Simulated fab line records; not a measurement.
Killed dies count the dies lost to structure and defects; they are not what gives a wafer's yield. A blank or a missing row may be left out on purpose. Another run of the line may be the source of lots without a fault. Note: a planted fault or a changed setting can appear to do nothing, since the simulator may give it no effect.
Matching of chambers    flow nandHarc    rieDiel-03 running NHARC_P_M0_STRIP_18: 4 sister chambers
The step strips in N2/H2. 7 wafers are shown with their chamber, then 7 later ones without.

## WAFERS, EACH WITH ITS CHAMBER
wafer   chamber  showerheadPlenumPTorr (Torr)  drypumpMotorCurrentA (A)
L085.3  2        2.08                          6.0
L085.5  3        1.90                          5.8
L087.1  3        1.90                          5.7
L087.3  1        2.08                          5.8
L087.5  0        1.89                          6.0
L091.2  1        2.08                          5.8
L091.3  2        2.07                          6.0

## WAFERS WHOSE CHAMBER IS MISSING
wafer   showerheadPlenumPTorr (Torr)  drypumpMotorCurrentA (A)
L091.6  2.08                          5.8
L095.1  1.89                          6.0
L095.4  2.08                          5.8
L095.5  1.89                          5.7
L096.1  2.07                          6.0
L096.2  1.89                          5.7
L096.6  1.89                          5.7

## CHAMBER TAKEN BY EACH
wafer   from the rows above  in truth
L091.6  1                    1
L095.1  0                    0
L095.4  1                    1
L095.5  3                    3
L096.1  2                    2
L096.2  3                    3
L096.6  3                    3
Correctly placed: 7 of 7. Can't be placed from these rows: 0. Placed wrongly: 0.
How it was worked out, from the rows above alone: a wafer's distance from a chamber is the root of the sum, over the readings, of the square of ((its reading less the chamber's mean) divided by the reading's scatter). If the next closest chamber is less than 2 further off than the closest, the wafer can't be placed; otherwise it belongs to the closest. The mean given for a chamber averages the wafers shown for that chamber. How the scatter is found: for the shown wafers, subtract from each reading the mean of its chamber, square and add these, divide the total by (wafers less chambers), then take the root.
